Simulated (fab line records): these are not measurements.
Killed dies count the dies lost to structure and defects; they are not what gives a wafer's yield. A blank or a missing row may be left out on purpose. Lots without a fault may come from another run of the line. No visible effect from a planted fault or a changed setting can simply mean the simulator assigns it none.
Chamber matching -- flow n5-finfet -- 4 sister chambers for N5_SPACER0_ALD_00 on ald-sin-01
The step deposits SiOCN, target thk 3.5 nm, pulse time 3 s, purge time 2 s. 8 wafers are shown with their chamber, then 7 later ones without.

== WAFERS WITH THEIR CHAMBER ==
wafer,chamber,heater-power-w (W),precursor-pulse-height-rel
L079.6,0,827,0.998
L080.1,3,860,0.978
L080.5,0,843,1.013
L085.2,2,755,0.979
L085.3,1,771,0.967
L085.5,3,797,0.992
L092.1,1,777,0.995
L092.2,2,757,0.994

== WAFERS WHOSE CHAMBER IS MISSING ==
wafer,heater-power-w (W),precursor-pulse-height-rel
L092.6,760,1.015
L096.2,753,0.992
L096.3,741,1.014
L096.5,826,0.997
L097.1,799,1.006
L097.3,808,0.999
L097.5,805,1.000

== WHICH CHAMBER EACH WENT THROUGH ==
wafer,from the rows above,in truth
L092.6,can't be placed: 2 or 1 or 0 or 3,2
L096.2,can't be placed: 2 or 1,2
L096.3,can't be placed: 2 or 1 or 0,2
L096.5,can't be placed: 0 or 3 or 1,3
L097.1,can't be placed: 0 or 3 or 1 or 2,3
L097.3,can't be placed: 0 or 3 or 1 or 2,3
L097.5,can't be placed: 0 or 3 or 1 or 2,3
Correctly placed: 0 of 7. Unplaceable from these rows: 7, with the true chamber sitting among the candidates in 7. Wrongly placed: 0.
How it was worked out, from the rows above alone: a wafer's distance from a chamber is the root of the sum, over the readings, of the square of ((its reading less the chamber's mean) divided by the reading's scatter). If the next closest chamber is less than 2 further off than the closest, the wafer can't be placed; otherwise it belongs to the closest. Each chamber's mean is taken over the wafers shown for it. The scatter: take each reading less its chamber's mean, square it, sum over the shown wafers, divide by the number of wafers less the number of chambers, and take the root.
